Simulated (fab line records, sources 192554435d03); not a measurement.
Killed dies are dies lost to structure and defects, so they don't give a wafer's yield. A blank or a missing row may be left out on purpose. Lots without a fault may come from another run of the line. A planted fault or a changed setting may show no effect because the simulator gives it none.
Split-lot experiment | flow n5_finfet | 7 lots, 39 wafers read, on a route of 1938 steps

THE SPLIT
At N5_BEOL_M1_ILD_DEP_00 (deposits SiOC from DEMS/O2, target thk 79 nm, time 15.3 s), the setting target_thk_a was moved away from the recipe's 790 angstrom on 12 of the 39 wafers read, by -42.4% to +56.5%. The other wafers ran this setting at the recipe's value.

The file shows no step between the split and the reading.

THE READING
M1_ILD_THK, in nm, at N5_BEOL_M1_THK_MEAS_01. Fault-free wafers of this fab line usually give 78.7 nm, standard deviation 0.98 nm.

wafer  | tool, chamber at the split | target_thk_a as run, angstrom | against the recipe | M1_ILD_THK, nm | against lot-mates on the recipe
L074.1 | pecvd-04, 2                | 790                           | recipe             | 77.7           | -
L074.2 | pecvd-04, 1                | 790                           | recipe             | 77.0           | -
L074.5 | pecvd-04, 2                | 790                           | recipe             | 79.6           | -
L077.1 | pecvd-03, 1                | 790                           | recipe             | 77.3           | -
L077.2 | pecvd-03, 2,0              | 790                           | recipe             | 77.9           | -
L077.3 | pecvd-03, 2,0              | 790                           | recipe             | 77.9           | -
L077.4 | pecvd-03, 1,2,0            | 790                           | recipe             | 79.0           | -
L077.5 | pecvd-03, 1,2,0            | 790                           | recipe             | 78.9           | -
L077.6 | pecvd-03, 1,2,0            | 790                           | recipe             | 79.0           | -
L083.1 | pecvd-03, 0                | 600.5                         | -24.0%             | 60.3           | -18.6
L083.2 | pecvd-03, 1                | 600.5                         | -24.0%             | 58.5           | -20.4
L083.3 | pecvd-03, 2                | 600.5                         | -24.0%             | 59.6           | -19.3
L083.4 | pecvd-03, 1,2              | 790                           | recipe             | 78.6           | -
L083.5 | pecvd-03, 1,2              | 790                           | recipe             | 78.7           | -
L083.6 | pecvd-03, 0                | 790                           | recipe             | 79.3           | -
L085.1 | pecvd-03, 1                | 790                           | recipe             | 77.7           | -
L085.2 | pecvd-03, 0,2              | 790                           | recipe             | 77.4           | -
L085.3 | pecvd-03, 0,2              | 790                           | recipe             | 77.4           | -
L085.4 | pecvd-03, 0                | 790                           | recipe             | 79.9           | -
L085.5 | pecvd-03, 2,1              | 790                           | recipe             | 78.1           | -
L085.6 | pecvd-03, 2,1              | 790                           | recipe             | 78.2           | -
L091.1 | pecvd-03, 2                | 790                           | recipe             | 77.2           | -
L091.2 | pecvd-03, 1                | 790                           | recipe             | 77.6           | -
L091.3 | pecvd-03, 0                | 790                           | recipe             | 77.7           | -
L091.4 | pecvd-03, 1                | 455.2                         | -42.4%             | 44.9           | -32.6
L091.5 | pecvd-03, 0,2              | 455.2                         | -42.4%             | 45.4           | -32.1
L091.6 | pecvd-03, 0,2              | 455.2                         | -42.4%             | 45.4           | -32.1
L094.1 | pecvd-02, 1                | 790                           | recipe             | 78.2           | -
L094.2 | pecvd-02, 0                | 995.2                         | +26.0%             | 99.1           | +20.4
L094.3 | pecvd-02, 2                | 790                           | recipe             | 78.7           | -
L094.4 | pecvd-02, 0                | 790                           | recipe             | 79.2           | -
L094.5 | pecvd-02, 2                | 995.2                         | +26.0%             | 100.7          | +22.0
L094.6 | pecvd-02, 1                | 995.2                         | +26.0%             | 100.3          | +21.6
L097.1 | pecvd-03, 1,2              | 1236                          | +56.5%             | 122.4          | +43.0
L097.2 | pecvd-03, 1,2              | 1236                          | +56.5%             | 122.3          | +42.9
L097.3 | pecvd-03, 0                | 790                           | recipe             | 78.7           | -
L097.4 | pecvd-03, 0                | 1236                          | +56.5%             | 125.0          | +45.6
L097.5 | pecvd-03, 2                | 790                           | recipe             | 80.1           | -
L097.6 | pecvd-03, 1                | 790                           | recipe             | 79.5           | -
Where a row lists several chambers, the file gives one row for several wafers and doesn't say which wafer went through which chamber.

THE FIT
A straight line over all 39 wafers: M1_ILD_THK changes by +0.794 nm for each +1% of target_thk_a; r = +1.00; the points scatter about the line by 0.92 nm.
The same after taking each lot's own level away (the mean of its wafers on the recipe; 39 wafers): +0.779 nm for each +1%; r = +1.00; scatter 0.86 nm.
On that fit, the largest move of target_thk_a shifts the reading by 44 nm.
The lots' own levels span 77.50 to 79.43 nm, that is 2.0 times the standard deviation above.
So the lot-to-lot level changes the slope little: the two slopes agree.
Check: with one of the wafers moved furthest among these (+56.5%) left out of the fit, the line predicts +44.3 nm for it against its lot-mates. It came out at +43 nm against them.

OTHER SPLITS ON THESE WAFERS
These wafers also went through other splits before the reading. Each is held against what the fit with the lots' levels taken away leaves over:
other split on the same wafers          | wafers away from the commonest value | r with M1_ILD_THK (lot level and that fit taken away)
N5_ZERO_LAYER_DEVELOP_10 develop_time_s | 12                                   | +0.19
N5_FIN_SAQP_HM_DEP_03 time_s            | 15                                   | +0.05

THE WHOLE CHAIN: every reading that the file lists as answering this split, in the file's order
step                   | what it does                                              | reading                                                                            | change (the file's fit)              | r (the file's)
N5_BEOL_M1_ILD_DEP_00  | deposits SiOC from DEMS/O2, target thk 79 nm, time 15.3 s | SiOC_of_BEOL_M1_ILD_DEP_00.thk_nm (the simulator's own value, which no gauge read) | +0.78 nm for each +1% of the setting | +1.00
N5_BEOL_M1_THK_MEAS_01 |                                                           | M1_ILD_THK                                                                         | +0.78 for each +1% of the setting    | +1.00

THE FILE'S OWN FIT
M1_ILD_THK changes by +0.78 nm for each +1% of target_thk_a, r = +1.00.
